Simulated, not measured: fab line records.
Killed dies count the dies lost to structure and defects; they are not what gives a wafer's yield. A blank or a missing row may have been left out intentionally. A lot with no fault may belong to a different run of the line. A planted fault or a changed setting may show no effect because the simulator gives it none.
Comparing a struck lot with a sound one    flow n5Finfet    17 out of 1938 route steps
Sound: wafers L360.2, L360.3, L360.6. Struck: wafer L372.1 (left out: L372.3, a lot-mate that was not struck); the cause follows at the end.
Each step with rows lists, per side, the tool, then ch with its chambers, then its first start. Under that, the readings that differ: sound wafers    struck wafers    difference of the means    sigmas: that difference in standard deviations of wafers without a fault.
alike: words and numbers the same on both sides, and readings whose means are apart by under 2 such deviations; not compared: readings that were withheld, readings missing a value for some wafer, numbers with overlapping values and no deviation given by the record, and bounds like >300 which may hide the same value.
Wherever a step has rows on one side only, a row that says differs or no value, or a row with sigmas, the two part there. When numbers do not overlap yet have no deviation, they are printed without sigmas and do not part them. Lack of a reading on every wafer of one side parts them only where that side has two or more wafers.

first, 4 steps without rows for these wafers: N5_BEOL_M9_HM_STRIP_39 (strips TiN in peroxide tin strip, target depth 25 nm, time 158 s); N5_BEOL_M9_SRD_40 (time 30 s); N5_BEOL_M9_PRECLEAN_42 (cleans in residue remover, time 60 s); N5_BEOL_M9_SRD_43 (time 30 s).
N5_BEOL_M9_CD_MEAS_35: target cd 70 nm, target cd y 40 nm.
  sound on cdSem-03, day 11 14:42; struck on cdSem-03, day 14 13:44
  alike: cdNm
N5_BEOL_M9_CURE_72: cures SiCOH lowk, time 120 s.
  sound on uvCure-03 ch 2, day 11 14:47; struck on uvCure-02 ch 2, day 14 13:46
  alike: lampPowerPct, wafer_temp_C_max
N5_BEOL_M9_DEGAS_44: time 60 s.
  sound on pvdSputter-02, day 11 15:13; struck on pvdSputter-01, day 14 14:29
  alike: heaterPowerW
then, 2 steps without rows for these wafers: N5_BEOL_M9_PRE_CLEAN_45 (time 30 s); N5_BEOL_M9_ALD_74 (deposits TaN, target thk 2 nm, pulse time 2 s, purge time 3 s).
N5_BEOL_M9_SURFACE_TREAT_79:
  sound on pvdSputter-02, day 11 15:44; struck on pvdSputter-02, day 14 15:20
  not compared: throttleValvePct
then, 1 step without rows for these wafers: N5_BEOL_M9_CVD_78 (deposits Co from CCTBA/H2, target thk 2 nm, time 138.9 s).
N5_BEOL_M9_SPUTTER_48: material Cu, target thk 12 nm, time 2 s.
  sound on pvdSputter-01, day 11 16:11; struck on pvdSputter-02, day 14 15:37
reading               sound           struck  difference  sigmas
throttleValvePct (%)  31.4 31.9 31.0  29.8    -1.6        -3
N5_BEOL_M9_ECD_50: material Cu, target thk 318 nm.
  sound on ecdCu-01 ch 0,1, day 11 16:18; struck on ecdCu-02 ch 1, day 14 15:44
reading                                sound            struck  difference  sigmas
model.Cu_of_BEOL_M9_ECD_50.thkNm (nm)  315.4 315 312.8  149.2   -165.2      
N5_BEOL_M9_ANNEAL_51: time 90 s.
  sound on rtpAnneal-02 ch 0, day 11 16:52; struck on rtpAnneal-02 ch 0, day 14 16:10
  alike: wafer_temp_C_max
N5_BEOL_M9_CMP_52: polishes, stops on SiCOH lowk, t overpolish 7 s, target thk 140 nm.
  sound on cmp-03 ch 0,1,3, day 11 17:12; struck on cmp-02 ch 1, day 14 16:34
reading              sound           struck  difference  sigmas
timeToEndpointS (s)  68.8 69.2 67.3  31.0    -37.4       -15
  alike: clearingPlatenRpm, motorCurrentA
N5_BEOL_M9_THK_MEAS_53: measures by xrf.
  sound on filmMetro-01, day 11 17:25; struck on filmMetro-02, day 14 16:46
  alike: M9_THK
then, 1 step without rows for these wafers: N5_PASSIVATION_PROBE_49.

== WHERE THEY PART ==
At N5_BEOL_M9_SPUTTER_48 first; at N5_BEOL_M9_CMP_52 last (within this record only). Later steps at which nothing parts them and some readings are alike: N5_BEOL_M9_THK_MEAS_53.

WHY: what had been put in by the simulator
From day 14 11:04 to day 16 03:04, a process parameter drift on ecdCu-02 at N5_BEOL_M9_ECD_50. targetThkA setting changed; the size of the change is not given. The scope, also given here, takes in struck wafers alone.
